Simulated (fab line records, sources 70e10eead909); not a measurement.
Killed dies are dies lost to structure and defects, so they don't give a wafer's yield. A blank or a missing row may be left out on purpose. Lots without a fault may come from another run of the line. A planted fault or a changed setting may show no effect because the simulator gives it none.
Which tool did it? | flow nand_harc | 12 lots, 36 wafers sampled, at 2 steps of a route of 1302

WHAT THE GAUGES READ, wafer by wafer
NHARC_A_SIN_REMOVE_INSPECT_04.
lot  | measured     | on                | raw_defect_count
L617 | day 20 18:30 | defect_inspect-01 | 398 376 600
L616 | day 20 18:31 | defect_inspect-02 | 486 427 475
L618 | day 21 04:46 | defect_inspect-02 | 569 454 523
L619 | day 21 12:35 | defect_inspect-01 | 419 428 335
L620 | day 21 17:02 | defect_inspect-01 | 347 335 286
L623 | day 23 11:17 | defect_inspect-02 | 576 563 381
L627 | day 24 16:50 | defect_inspect-02 | 355 592 426
L633 | day 27 17:07 | defect_inspect-01 | 493 420 447
L635 | day 28 10:10 | defect_inspect-01 | 376 383 449
L637 | day 29 09:04 | defect_inspect-02 | 269 330 329
L638 | day 29 09:03 | defect_inspect-01 | 405 359 337
L639 | day 30 08:19 | defect_inspect-01 | 346 445 317

WHICH TOOL RAN EACH LOT (tool, then ch and the chambers of the sampled wafers, then the start)
lot  | NHARC_A_SLIT_STRIP_18
L617 | rie_diel-13 ch 0,1,2, day 20 18:30 or earlier
L616 | rie_diel-10 ch 2,3, day 20 18:31 or earlier
L618 | rie_diel-13 ch 0,1,2, day 21 04:46 or earlier
L619 | rie_diel-13 ch 0,1, day 21 12:35 or earlier
L620 | rie_diel-13 ch 0,3, day 21 17:02 or earlier
L623 | rie_diel-01 ch 0,2,3, day 23 11:17 or earlier
L627 | rie_diel-13 ch 2,3, day 24 16:50 or earlier
L633 | rie_diel-10 ch 1,2, day 27 17:07 or earlier
L635 | rie_diel-10 ch 2,3, day 28 10:10 or earlier
L637 | rie_diel-01 ch 1,2, day 29 09:04 or earlier
L638 | rie_diel-13 ch 0,2,3, day 29 09:03 or earlier
L639 | rie_diel-10 ch 0,1,3, day 30 08:19 or earlier
- NHARC_A_SLIT_STRIP_18: strips in O2.

WHAT THE TOOLS THEMSELVES READ (means of the sampled wafers that have a number; where no wafer has one, the mark that the record gives instead)
NHARC_A_SLIT_STRIP_18.
lot  | tool        | drypump_motor_current_A (A) | o2_flow_sccm (sccm) | oes_product_au (a.u.) | rf_vpp_V (V) | showerhead_plenum_p_Torr (Torr) | throttle_valve_pct (%)
L617 | rie_diel-13 | 5.7                         | 501.4               | 1.009                 | 58.3         | 3.33                            | 17.031
L616 | rie_diel-10 | 5.8                         | 500.4               | 0.996                 | 58.0         | 3.49                            | 17.038
L618 | rie_diel-13 | 5.7                         | 498.5               | 1.006                 | 56.8         | 3.33                            | 17.048
L619 | rie_diel-13 | 5.5                         | 500.3               | 1.004                 | 56.5         | 3.33                            | 17.036
L620 | rie_diel-13 | 5.5                         | 501.7               | 0.994                 | 58.8         | 3.34                            | 17.030
L623 | rie_diel-01 | 5.9                         | 499.1               | 1.011                 | 58.0         | 3.62                            | 17.033
L627 | rie_diel-13 | 6.4                         | 500.2               | 1.007                 | 57.4         | 3.31                            | 17.038
L633 | rie_diel-10 | 6.1                         | 500.1               | 0.998                 | 57.8         | 3.53                            | 17.033
L635 | rie_diel-10 | 5.8                         | 499.3               | 1.001                 | 57.1         | 3.56                            | 17.035
L637 | rie_diel-01 | 6.5                         | 500.2               | 0.996                 | 57.9         | 3.57                            | 17.044
L638 | rie_diel-13 | 6.0                         | 498.6               | 0.995                 | 57.3         | 3.32                            | 17.041
L639 | rie_diel-10 | 5.9                         | 500.3               | 1.011                 | 57.6         | 3.50                            | 17.030

THE ANSWER, worked out from the rows above alone
Rule: what is usual is taken from the lots themselves. Put in order of their means at a reading, lots are off if they are a third of the lots or fewer, leave a main group of 4 or more, and stand apart from it by a gap of 3 or more times the standard deviation of the main group's means; of several such gaps the widest counts. A main group whose means are all the same, to the digits that the tables above print for the reading, isn't used. A lot without any number at a reading at which 4 lots or more have one is off too. The other lots that the step has rows for count as sound. The gauges are gone through in route order, then the tools' own readings, and for those a lot's mean is taken as printed above. The first step at which some lot is off is used, and at that step the reading that is off furthest; a lot without a number counts as furthest.
No lot is off at any reading shown: from this, nothing can be told.

WHAT THE SIMULATOR HAD PUT IN
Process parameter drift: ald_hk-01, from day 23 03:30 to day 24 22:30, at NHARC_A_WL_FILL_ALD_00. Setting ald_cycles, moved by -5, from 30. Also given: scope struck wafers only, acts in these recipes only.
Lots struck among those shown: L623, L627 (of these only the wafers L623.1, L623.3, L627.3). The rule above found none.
